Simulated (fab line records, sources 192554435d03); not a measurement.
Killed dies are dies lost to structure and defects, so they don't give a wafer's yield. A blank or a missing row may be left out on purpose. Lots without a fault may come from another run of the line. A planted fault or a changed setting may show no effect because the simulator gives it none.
Chamber matching | flow n5_finfet | N5_FIN_SAQP_ETCH_64 on rie_si-04: 4 sister chambers
The step etches SiO2 in CF4, target depth 1.5 nm. 20 wafers are shown with their chamber, then 10 later ones without.

WAFERS WITH THEIR CHAMBER
wafer  | chamber | throttle_valve_pct (%) | drypump_motor_current_A (A) | oes_product_au (a.u.)
L074.2 | 1       | 21.33                  | 6.4                         | 0.972
L074.3 | 0       | 21.91                  | 5.3                         | 1.027
L074.6 | 1       | 21.32                  | 6.4                         | 0.976
L076.2 | 1       | 21.30                  | 6.3                         | 0.964
L076.5 | 1       | 21.31                  | 6.3                         | 0.967
L076.6 | 0       | 21.91                  | 5.3                         | 1.012
L080.1 | 3       | 21.55                  | 5.1                         | 0.968
L080.4 | 0       | 21.90                  | 5.3                         | 1.010
L080.5 | 2       | 21.54                  | 5.6                         | 1.006
L081.3 | 1       | 21.32                  | 6.3                         | 0.974
L081.4 | 3       | 21.56                  | 5.1                         | 0.983
L081.6 | 3       | 21.54                  | 5.1                         | 0.978
L082.1 | 1       | 21.32                  | 6.3                         | 0.969
L082.2 | 0       | 21.90                  | 5.3                         | 1.001
L082.4 | 3       | 21.56                  | 5.1                         | 0.973
L083.1 | 2       | 21.54                  | 5.5                         | 1.002
L083.3 | 0       | 21.91                  | 5.3                         | 1.002
L083.5 | 0       | 21.89                  | 5.3                         | 1.003
L084.3 | 3       | 21.54                  | 5.1                         | 0.968
L084.4 | 0       | 21.89                  | 5.3                         | 1.013

SIGNATURES (means of the wafers above)
reading                 | chamber 0 | chamber 1 | chamber 2 | chamber 3 | scatter within a chamber
throttle_valve_pct      | 21.9014   | 21.3167   | 21.5400   | 21.5500   | 0.00942
drypump_motor_current_A | 5.300     | 6.333     | 5.550     | 5.100     | 0.0339
oes_product_au          | 1.00971   | 0.97033   | 1.00400   | 0.97400   | 0.00696
Rule: a wafer's distance from a chamber is the root of the sum, over the readings, of the square of ((its reading less the chamber's mean) divided by the reading's scatter). The wafer belongs to the nearest chamber; if the next one is less than 2 further off, it can't be placed. The scatter: the root of (the sum of the squares of (reading less its chamber's mean) over the shown wafers, divided by (wafers less chambers)).

WAFERS WITHOUT THEIR CHAMBER
wafer  | throttle_valve_pct (%) | drypump_motor_current_A (A) | oes_product_au (a.u.)
L084.6 | 21.33                  | 6.3                         | 0.972
L085.3 | 21.31                  | 6.3                         | 0.966
L085.5 | 21.91                  | 5.2                         | 1.008
L085.6 | 21.57                  | 5.1                         | 0.972
L094.3 | 21.32                  | 6.3                         | 0.977
L094.5 | 21.55                  | 5.6                         | 1.004
L094.6 | 21.33                  | 6.3                         | 0.964
L096.1 | 21.89                  | 5.3                         | 1.009
L096.4 | 21.56                  | 5.1                         | 0.982
L096.5 | 21.90                  | 5.3                         | 1.007

WHICH CHAMBER EACH WENT THROUGH
wafer  | from the rows above | in truth
L084.6 | 1                   | 1
L085.3 | 1                   | 1
L085.5 | 0                   | 0
L085.6 | 3                   | 3
L094.3 | 1                   | 1
L094.5 | 2                   | 2
L094.6 | 1                   | 1
L096.1 | 0                   | 0
L096.4 | 3                   | 3
L096.5 | 0                   | 0
Placed correctly: 10 of 10. Can't be placed from these rows: 0. Placed wrongly: 0.
